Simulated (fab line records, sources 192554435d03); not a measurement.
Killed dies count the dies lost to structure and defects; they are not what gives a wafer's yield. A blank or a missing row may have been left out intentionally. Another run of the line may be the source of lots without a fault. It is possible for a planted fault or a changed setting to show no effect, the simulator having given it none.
A lot that was struck, set against a sound lot	flow n5Finfet	23 out of 1938 route steps
Sound: wafers L329.4, L329.5, L329.6. Wafers struck: L337.1, L337.3, L337.4. The cause is given at the end.
At each step with rows: each side's tool, then ch and its chambers, then its first start. Under that, the readings that differ: sound wafers	struck wafers	difference of the means	sigmas: that difference in standard deviations of wafers without a fault.
alike: readings with means less than 2 such deviations apart, plus words and numbers identical on both sides. not compared: withheld readings, readings lacking a value on some wafer, bounds such as >300 that could conceal the same value, and numbers that have no deviation in the record and whose values overlap.
The two part at a step that has a row with sigmas, a row that says differs or no value, or rows on one side only. When numbers do not overlap yet have no deviation, they are printed without sigmas and do not part them. A reading that every wafer of one side lacks parts them only if that side has two wafers or more.

first, 8 steps without rows for these wafers: N5_BEOL_M0_PRE_CLEAN_131 (time 15 s); N5_BEOL_M0_CO_CAP_123 (material Co, precursor CCTBA/H2, target thk 2 nm, time 102.1 s); N5_BEOL_M0_PRE_CLEAN_124 (time 15 s); N5_BEOL_M0_DEP_125 (deposits SiCN from 3MS/NH3, target thk 8 nm, time 14 s); N5_BEOL_M1_ILD_DEP_00 (deposits SiOC from DEMS/O2, target thk 79 nm, time 15.3 s); N5_BEOL_M1_PECVD_72 (deposits SiO2 from TEOS/O2, target thk 16 nm, time 18 s); N5_BEOL_M1_HM_DEP_02 (deposits TiN, target thk 20 nm); N5_BEOL_M1_COAT_61 (time 60 s, resist thk 60 nm).
N5_BEOL_M1_COAT_62: time 60 s, resist thk 12 nm.
  sound on lithoTrack-01 ch 0, day 7 00:05; struck on lithoTrack-01 ch 0, day 9 08:59
reading	sound	struck	difference	sigmas
spinSpeedRpm (rpm)	1500.6 1500.2 1502.0	1625.6 1625.3 1625.0	+124.4	+99 or more
model.SiARC_of_BEOL_M1_COAT_62.thkNm (nm)	12 12 12	11.6 11.6 11.6	-0.4	
  alike: dispensePressureKPa
then, 9 steps without rows for these wafers: N5_BEOL_M1_COAT_73 (time 60 s, resist thk 5 nm); N5_BEOL_M1_COAT_05 (resist thk 30 nm); N5_BEOL_M1_EBR_07; N5_BEOL_M1_SOFTBAKE_06 (time 60 s); N5_BEOL_M1_EXPOSE_08 (exposes mask M1); N5_BEOL_M1_PEB_09 (peb time 60 s); N5_BEOL_M1_DEVELOP_10 (develop time 30 s); N5_BEOL_M1_DESCUM_16 (chemistry O2, time 7 s); N5_BEOL_M1_ETCH_74 (etches underlayer in N2/H2, target depth 6.5 nm, time 5.2 s).
N5_BEOL_M1_ETCH_63: etches SiARC in CF4, target depth 15.6 nm, time 26 s.
  sound on rieDiel-03 ch 1,2,3, day 7 00:38; struck on rieDiel-02 ch 0,2,3, day 9 09:33
reading	sound	struck	difference	sigmas
etchRfOnTimeS (s)	26.0 26.7 26.7	25.3 24.6 25.4	-1.4	-4
model.etch.depthNm (nm)	12.09 12.06 12.06	11.53 11.51 11.59	-0.53	
model.CAR-EUV_of_BEOL_M1_COAT_05.thkNm (nm)	11.2 11.2 11	11.6 11.6 11.6	+0.5	
  alike: chamberPressureMTorr, drypumpMotorCurrentA, oesProductAu, rfVppV, showerheadPlenumPTorr, throttleValvePct
  not compared: rfHoursCounterH
N5_BEOL_M1_ETCH_64: etches SOC in N2/H2, target depth 75 nm, overetch 15 nm, time 112.5 s.
  sound on rieDiel-03 ch 1,2,3, day 7 00:40; struck on rieDiel-02 ch 0,2,3, day 9 09:35
reading	sound	struck	difference	sigmas
model.SiARC_of_BEOL_M1_COAT_62.thkNm (nm)	6.8 6.8 7	6.4 6.4 6.4	-0.5	
  alike: chamberPressureMTorr, drypumpMotorCurrentA, oesProductAu, rfVppV, showerheadPlenumPTorr, throttleValvePct
  not compared: rfHoursCounterH
then, 1 step without rows for these wafers: N5_BEOL_M1_STRIP_65 (strips in N2/H2).
N5_BEOL_M4_RC_MEAS_101:
  sound on prober-02 ch 0, day 8 19:28; struck on prober-01 ch 0, day 10 20:40
reading	sound	struck	difference	sigmas
IOFF_P (nA/um)	0.144 0.158 0.179	0.260 0.215 0.243	+0.079	+3
ION_P (uA/um)	447 450 459	470 467 476	+19	+3
VT_P (mV)	-255.9 -258.4 -254.7	-245.9 -244.7 -244.5	+11.3	+4
  alike: DIBL_N, DIBL_P, IOFF_N, ION_N, SS_N, SS_P, VT_N
N5_PASSIVATION_PROBE_49:
  the record holds rows for the sound wafers here (prober-01, day 13 02:59) but none for the struck ones

== WHERE THEY PART ==
At N5_BEOL_M1_COAT_62 first; at N5_PASSIVATION_PROBE_49 last (within this record only).

WHY: the cause the simulator had injected
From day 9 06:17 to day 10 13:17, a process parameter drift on lithoTrack-01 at N5_BEOL_M1_COAT_62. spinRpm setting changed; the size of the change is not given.
